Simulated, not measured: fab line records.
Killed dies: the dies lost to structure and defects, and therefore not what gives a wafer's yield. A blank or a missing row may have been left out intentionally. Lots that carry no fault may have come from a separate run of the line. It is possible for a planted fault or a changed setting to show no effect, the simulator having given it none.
Which tool was responsible?    flow n5Finfet    36 wafers sampled from 12 lots at 1 step of a route of 1938

## WHAT EACH GAUGE READ, for each wafer
N5_BEOL_M5_CD_MEAS_28: target cd 30.6 nm, target cd y 20 nm.
lot   measured      on        cdNm (nm)
L076  day 9 19:02   cdSem-03  30.27 30.28 30.65
L079  day 10 00:19  cdSem-03  30.89 30.62 30.74
L081  day 10 04:16  cdSem-01  30.65 30.47 30.71
L080  day 10 07:40  cdSem-02  29.99 30.90 30.29
L083  day 11 12:17  cdSem-02  30.70 30.76 30.53
L085  day 11 17:46  cdSem-02  30.37 30.33 30.65
L087  day 12 17:47  cdSem-01  30.79 30.75 30.65
L089  day 12 20:02  cdSem-02  30.37 30.87 30.48
L091  day 13 15:43  cdSem-01  30.31 30.60 30.65
L093  day 13 21:07  cdSem-03  30.81 31.02 30.77
L095  day 14 00:23  cdSem-01  30.54 30.26 30.69
L096  day 14 16:15  cdSem-01  30.67 30.67 30.51

## WHAT TOOL EACH LOT RAN ON (gives the tool, then ch and the chambers of the sampled wafers, and finally the start)
No process step before these readings appears in the record.

## THE ANSWER, worked out from the rows above alone
Rule: the usual values come from the lots themselves. Put in order of their means at a reading, lots are off if they are a third of the lots or fewer, leave a main group of 4 or more, and stand apart from it by a gap of 3 or more times the standard deviation of the main group's means; of several such gaps the widest counts. A main group whose means are all the same, to the digits that the tables above print for the reading, isn't used. Also off: a lot with no number at a reading for which 4 or more lots have one. Where the step has rows for the other lots, those lots are counted as sound.
No lot is off on any of the readings shown, so nothing can be concluded from this.

## WHAT THE SIMULATOR HAD INSERTED
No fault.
